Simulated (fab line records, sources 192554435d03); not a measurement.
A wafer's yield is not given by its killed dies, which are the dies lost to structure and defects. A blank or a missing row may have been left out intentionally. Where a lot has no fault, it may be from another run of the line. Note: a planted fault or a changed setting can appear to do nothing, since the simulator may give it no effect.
Which tool did it? || flow n5-finfet || 29 wafers sampled from 11 lots at 1 step of a route of 1938

== WHAT THE GAUGES SHOWED, per wafer ==
N5_ILD0_THK_MEAS_13.
{"lot": "L452", "measured": "day 3 23:06", "on": "film-metro-02", "thk-nm (nm)": "18.7 19.1 17.9"}
{"lot": "L453", "measured": "day 4 03:20", "on": "film-metro-02", "thk-nm (nm)": "19.2 17.4 16.1"}
{"lot": "L455", "measured": "day 4 12:59", "on": "film-metro-02", "thk-nm (nm)": "19.2 16.1 18.9"}
{"lot": "L456", "measured": "day 4 22:02", "on": "film-metro-02", "thk-nm (nm)": "17.5 18.3 17.7"}
{"lot": "L465", "measured": "day 7 01:47", "on": "film-metro-02", "thk-nm (nm)": "16.2 17.0"}
{"lot": "L466", "measured": "day 7 08:56", "on": "film-metro-02", "thk-nm (nm)": "18.5 18.8"}
{"lot": "L467", "measured": "day 7 16:13", "on": "film-metro-01", "thk-nm (nm)": "18.6 16.3"}
{"lot": "L469", "measured": "day 8 03:47", "on": "film-metro-02", "thk-nm (nm)": "19.1 17.9 17.3"}
{"lot": "L471", "measured": "day 8 16:30", "on": "film-metro-02", "thk-nm (nm)": "15.9 18.5 18.0"}
{"lot": "L473", "measured": "day 9 00:22", "on": "film-metro-02", "thk-nm (nm)": "16.4 18.0"}
{"lot": "L475", "measured": "day 9 12:00", "on": "film-metro-01", "thk-nm (nm)": "17.6 18.3 16.6"}

== EACH LOT AND THE TOOL THAT RAN IT (in order: tool; ch and the chambers of the sampled wafers; start) ==
Before these readings, the record contains no process step.

== THE ANSWER, worked out from the rows above alone ==
Rule: the lots themselves supply what counts as usual. The widest of any qualifying gaps counts: lots, ordered by their means at a reading, are off when they make up no more than a third of the lots, leave a main group of 4 or more, and stand apart from it by 3 or more times the standard deviation of that group's means. Not used: any main group whose means are identical at the precision the tables above print for the reading. A lot without any number at a reading at which 4 lots or more have one is off too. Any other lot the step has rows for is counted as sound.
No lot is off at any reading shown: from this, nothing can be told.

== WHAT THE SIMULATOR PUT IN ==
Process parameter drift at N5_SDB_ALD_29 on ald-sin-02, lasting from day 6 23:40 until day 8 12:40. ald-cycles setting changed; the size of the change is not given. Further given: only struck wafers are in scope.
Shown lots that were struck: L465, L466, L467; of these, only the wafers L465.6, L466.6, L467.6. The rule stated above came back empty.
